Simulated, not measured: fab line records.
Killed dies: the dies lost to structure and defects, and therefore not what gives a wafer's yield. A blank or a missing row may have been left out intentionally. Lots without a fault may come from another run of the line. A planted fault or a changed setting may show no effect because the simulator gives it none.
A struck lot beside a sound one + flow n5Finfet + 41 steps out of a route of 1938
Sound: the wafers L169.1, L169.2, L169.5. Struck: wafer L176.4. (L176.2, L176.3 of the same lot were not struck and are left out.) The cause comes at the end.
For every step that has rows: the tool of each side, followed by ch and its chambers, followed by its first start. Under that, the readings that differ: sound wafers + struck wafers + difference of the means + sigmas: that difference in standard deviations of wafers without a fault.
alike: readings whose means differ by less than 2 such deviations, and words and numbers that are the same on both sides. not compared: withheld readings, readings that some wafer has no value for, bounds like >300 that may hide the same value, and numbers for which the record gives no deviation and whose values overlap.
The two part at a step that has a row with sigmas, a row that says differs or no value, or rows on one side only. Numbers that don't overlap but have no deviation are shown without sigmas and don't part them. A reading that every wafer of one side lacks parts them only if that side has two wafers or more.

first, 1 step without rows for these wafers: N5_BEOL_M1_STRIP_97 (strips in N2/H2, time 10 s).
N5_BEOL_M1_OCD_MEAS_38:
  sound: ocd-02 at day 7 05:24; struck: ocd-01 at day 8 14:15
  alike: trenchDepthNm
then, 4 steps without rows for these wafers: N5_BEOL_M1_HM_STRIP_39 (strips TiN in peroxide tin strip, target depth 25 nm, time 158 s); N5_BEOL_M1_SRD_40 (time 30 s); N5_BEOL_M1_PRECLEAN_42 (cleans in residue remover, time 60 s); N5_BEOL_M1_SRD_43 (time 30 s).
N5_BEOL_M1_CD_MEAS_35: target cd 18 nm, target cd y 21 nm.
  sound: cdSem-03 at day 7 05:33; struck: cdSem-02 at day 8 14:24
  alike: cdNm
then, 5 steps without rows for these wafers: N5_BEOL_M1_DEGAS_44 (time 60 s); N5_BEOL_M1_PRE_CLEAN_45 (time 30 s); N5_BEOL_M1_ALD_84 (deposits TaN, pulse time 2 s, purge time 3 s, co reactant purge time 2 s); N5_BEOL_M1_SURFACE_TREAT_85; N5_BEOL_M1_CVD_47 (deposits Co from CCTBA/H2, target thk 3 nm, time 223.8 s).
N5_BEOL_M1_SPUTTER_48: material Cu, target thk 4.5 nm, time 8.29 s.
  sound: pvdSputter-01 at day 7 06:54; struck: pvdSputter-01 at day 8 15:16
  alike: throttleValvePct
then, 2 steps without rows for these wafers: N5_BEOL_M1_ANNEAL_49 (time 240 s); N5_BEOL_M1_SPUTTER_79 (material Cu, target thk 4.5 nm, time 8.29 s).
N5_BEOL_M1_ANNEAL_80: time 240 s.
  sound: pvdSputter-01 at day 7 07:12; struck: pvdSputter-01 at day 8 15:34
  alike: heaterPowerW
then, 1 step without rows for these wafers: N5_BEOL_M1_SPUTTER_81 (material Cu, target thk 4.5 nm, time 8.29 s).
N5_BEOL_M1_ANNEAL_82: time 240 s.
  sound: pvdSputter-01 at day 7 07:25; struck: pvdSputter-01 at day 8 15:47
  alike: heaterPowerW
then, 5 steps without rows for these wafers: N5_BEOL_M1_SPUTTER_86 (material Cu, target thk 4.5 nm, time 8.29 s); N5_BEOL_M1_ANNEAL_87 (time 240 s); N5_BEOL_M1_SPUTTER_88 (material Cu, target thk 4.5 nm, time 8.29 s); N5_BEOL_M1_ANNEAL_89 (time 240 s); N5_BEOL_M1_SPUTTER_90 (material Cu, target thk 4.5 nm, time 8.29 s).
N5_BEOL_M1_ANNEAL_91: time 240 s.
  sound: pvdSputter-01 at day 7 08:05; struck: pvdSputter-01 at day 8 16:26
  alike: heaterPowerW
then, 6 steps without rows for these wafers: N5_BEOL_M1_SPUTTER_92 (material Cu, target thk 4.5 nm, time 8.29 s); N5_BEOL_M1_ANNEAL_93 (time 240 s); N5_BEOL_M1_SPUTTER_94 (material Cu, target thk 4.5 nm, time 8.29 s); N5_BEOL_M1_ANNEAL_95 (time 240 s); N5_BEOL_M1_SPUTTER_96 (material Cu, target thk 4.5 nm, time 8.29 s); N5_BEOL_M1_ECD_50 (material Cu, target thk 300 nm).
N5_BEOL_M1_ANNEAL_51: time 90 s.
  sound on rtpAnneal-01 ch 0, day 7 08:52; struck on rtpAnneal-02 ch 0, day 8 17:21
  alike: wafer_temp_C_max
then, 5 steps without rows for these wafers: N5_BEOL_M1_CMP_52 (polishes, stops on SiOC, t overpolish 6.8 s, target thk 40 nm); N5_BEOL_M1_PRE_CLEAN_60 (time 15 s); N5_BEOL_M1_CO_CAP_55 (material Co, precursor CCTBA/H2, target thk 2 nm, time 102.1 s); N5_BEOL_M1_PRE_CLEAN_56 (time 15 s); N5_BEOL_M1_DEP_57 (deposits SiCN from 3MS/NH3, target thk 8 nm, time 14 s).
N5_BEOL_M1_RS_MEAS_58: measurement is done with a four-point probe.
  sound: filmMetro-02 at day 7 09:43; struck: filmMetro-01 at day 8 18:23
  alike: M1_RS
N5_BEOL_M2_ILD_DEP_00: deposits SiOC from DEMS/O2, target thk 79 nm, time 15.3 s.
  sound on pecvd-01 ch 0,2, day 7 09:46; struck on pecvd-01 ch 1, day 8 18:26
| reading                      | sound             | struck | difference | sigmas |
|------------------------------|-------------------|--------|------------|--------|
| chamberPressureTorr (Torr)   | 4.987 4.993 4.995 | 5.017  | +0.025     | +2     |
| showerheadPlenumPTorr (Torr) | 5.699 5.711 5.695 | 5.649  | -0.053     | -4     |
  alike: heaterPowerW, throttleValvePct
N5_BEOL_M2_THK_MEAS_01:
  sound: filmMetro-02 at day 7 09:50; struck: filmMetro-02 at day 8 18:31
  alike: M2_ILD_THK
then, 1 step without rows for these wafers: N5_BEOL_M2_PECVD_72 (deposits SiO2 from TEOS/O2, target thk 16 nm, time 18 s).
-- the record jumps here: 6 days lie between the struck wafers' starts before and after (it left off in module BEOL_M2 and takes up again in module PASSIVATION, whose first step shown is number 1936 of the route) --
N5_PASSIVATION_PROBE_49:
  only the struck wafers here have rows in the record (prober-02, day 14 09:49); the sound ones have none

WHERE THEY PART
At N5_BEOL_M2_ILD_DEP_00 first; at N5_PASSIVATION_PROBE_49 last (within this record only).

WHY: what the simulator had put in
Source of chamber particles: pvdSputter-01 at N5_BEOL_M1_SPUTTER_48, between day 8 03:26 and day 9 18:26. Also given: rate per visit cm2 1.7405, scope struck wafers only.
